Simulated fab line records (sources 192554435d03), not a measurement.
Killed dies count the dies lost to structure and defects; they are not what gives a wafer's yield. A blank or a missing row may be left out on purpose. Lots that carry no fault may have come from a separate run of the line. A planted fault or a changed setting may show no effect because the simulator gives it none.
Chamber matching || flow n5Finfet || N5_BEOL_M7_ETCH_62 on rieDiel-02: 4 sister chambers
The step etches SOC in N2/H2, target depth 110 nm, overetch 22 nm, time 165 s. 16 wafers are shown with their chamber, then 8 later ones without.

## EACH WAFER AND ITS CHAMBER
{"wafer": "L075.2", "chamber": 3, "showerheadPlenumPTorr (Torr)": 2.54, "drypumpMotorCurrentA (A)": 6.5, "throttleValvePct (%)": 17.88}
{"wafer": "L075.5", "chamber": 3, "showerheadPlenumPTorr (Torr)": 2.54, "drypumpMotorCurrentA (A)": 6.5, "throttleValvePct (%)": 17.89}
{"wafer": "L075.6", "chamber": 2, "showerheadPlenumPTorr (Torr)": 2.57, "drypumpMotorCurrentA (A)": 6.8, "throttleValvePct (%)": 18.06}
{"wafer": "L077.2", "chamber": 1, "showerheadPlenumPTorr (Torr)": 2.50, "drypumpMotorCurrentA (A)": 6.1, "throttleValvePct (%)": 17.84}
{"wafer": "L077.5", "chamber": 2, "showerheadPlenumPTorr (Torr)": 2.57, "drypumpMotorCurrentA (A)": 6.7, "throttleValvePct (%)": 18.08}
{"wafer": "L077.6", "chamber": 1, "showerheadPlenumPTorr (Torr)": 2.50, "drypumpMotorCurrentA (A)": 6.2, "throttleValvePct (%)": 17.84}
{"wafer": "L078.1", "chamber": 2, "showerheadPlenumPTorr (Torr)": 2.57, "drypumpMotorCurrentA (A)": 6.7, "throttleValvePct (%)": 18.07}
{"wafer": "L078.3", "chamber": 3, "showerheadPlenumPTorr (Torr)": 2.54, "drypumpMotorCurrentA (A)": 6.5, "throttleValvePct (%)": 17.92}
{"wafer": "L078.5", "chamber": 2, "showerheadPlenumPTorr (Torr)": 2.57, "drypumpMotorCurrentA (A)": 6.7, "throttleValvePct (%)": 18.08}
{"wafer": "L085.1", "chamber": 0, "showerheadPlenumPTorr (Torr)": 2.69, "drypumpMotorCurrentA (A)": 5.1, "throttleValvePct (%)": 17.50}
{"wafer": "L085.4", "chamber": 1, "showerheadPlenumPTorr (Torr)": 2.49, "drypumpMotorCurrentA (A)": 6.2, "throttleValvePct (%)": 17.88}
{"wafer": "L085.5", "chamber": 2, "showerheadPlenumPTorr (Torr)": 2.56, "drypumpMotorCurrentA (A)": 6.7, "throttleValvePct (%)": 18.10}
{"wafer": "L088.2", "chamber": 3, "showerheadPlenumPTorr (Torr)": 2.53, "drypumpMotorCurrentA (A)": 6.5, "throttleValvePct (%)": 17.94}
{"wafer": "L088.3", "chamber": 0, "showerheadPlenumPTorr (Torr)": 2.69, "drypumpMotorCurrentA (A)": 5.0, "throttleValvePct (%)": 17.51}
{"wafer": "L088.5", "chamber": 3, "showerheadPlenumPTorr (Torr)": 2.53, "drypumpMotorCurrentA (A)": 6.5, "throttleValvePct (%)": 17.95}
{"wafer": "L089.1", "chamber": 1, "showerheadPlenumPTorr (Torr)": 2.49, "drypumpMotorCurrentA (A)": 6.2, "throttleValvePct (%)": 17.86}

SIGNATURES, as means of the wafers listed above
{"reading": "showerheadPlenumPTorr", "chamber 0": 2.6900, "chamber 1": 2.4950, "chamber 2": 2.5680, "chamber 3": 2.5360, "scatter within a chamber": 0.005}
{"reading": "drypumpMotorCurrentA", "chamber 0": 5.050, "chamber 1": 6.175, "chamber 2": 6.720, "chamber 3": 6.500, "scatter within a chamber": 0.0413}
{"reading": "throttleValvePct", "chamber 0": 17.5050, "chamber 1": 17.8550, "chamber 2": 18.0780, "chamber 3": 17.9160, "scatter within a chamber": 0.0219}
Rule: for a wafer and a chamber, the distance is found by dividing, reading by reading, the gap between the wafer's reading and the chamber's mean by the reading's scatter, squaring, summing and taking the root. The wafer belongs to the nearest chamber; if the next one is less than 2 further off, it can't be placed. The scatter: the root of (the sum of the squares of (reading less its chamber's mean) over the shown wafers, divided by (wafers less chambers)).

## WAFERS MISSING THEIR CHAMBER
{"wafer": "L089.2", "showerheadPlenumPTorr (Torr)": 2.69, "drypumpMotorCurrentA (A)": 5.0, "throttleValvePct (%)": 17.51}
{"wafer": "L089.4", "showerheadPlenumPTorr (Torr)": 2.56, "drypumpMotorCurrentA (A)": 6.7, "throttleValvePct (%)": 18.12}
{"wafer": "L095.1", "showerheadPlenumPTorr (Torr)": 2.55, "drypumpMotorCurrentA (A)": 6.8, "throttleValvePct (%)": 18.14}
{"wafer": "L095.3", "showerheadPlenumPTorr (Torr)": 2.48, "drypumpMotorCurrentA (A)": 6.2, "throttleValvePct (%)": 17.91}
{"wafer": "L095.4", "showerheadPlenumPTorr (Torr)": 2.48, "drypumpMotorCurrentA (A)": 6.2, "throttleValvePct (%)": 17.90}
{"wafer": "L094.1", "showerheadPlenumPTorr (Torr)": 2.55, "drypumpMotorCurrentA (A)": 6.7, "throttleValvePct (%)": 18.13}
{"wafer": "L094.4", "showerheadPlenumPTorr (Torr)": 2.52, "drypumpMotorCurrentA (A)": 6.5, "throttleValvePct (%)": 17.98}
{"wafer": "L094.6", "showerheadPlenumPTorr (Torr)": 2.48, "drypumpMotorCurrentA (A)": 6.1, "throttleValvePct (%)": 17.88}

## WHICH CHAMBER EACH WENT THROUGH
{"wafer": "L089.2", "from the rows above": 0, "in truth": 0}
{"wafer": "L089.4", "from the rows above": 2, "in truth": 2}
{"wafer": "L095.1", "from the rows above": 2, "in truth": 2}
{"wafer": "L095.3", "from the rows above": 1, "in truth": 1}
{"wafer": "L095.4", "from the rows above": 1, "in truth": 1}
{"wafer": "L094.1", "from the rows above": 2, "in truth": 2}
{"wafer": "L094.4", "from the rows above": 3, "in truth": 3}
{"wafer": "L094.6", "from the rows above": 1, "in truth": 1}
Correct placement for 8 of the 8. Not placeable from these rows: 0. 0 placed wrongly.
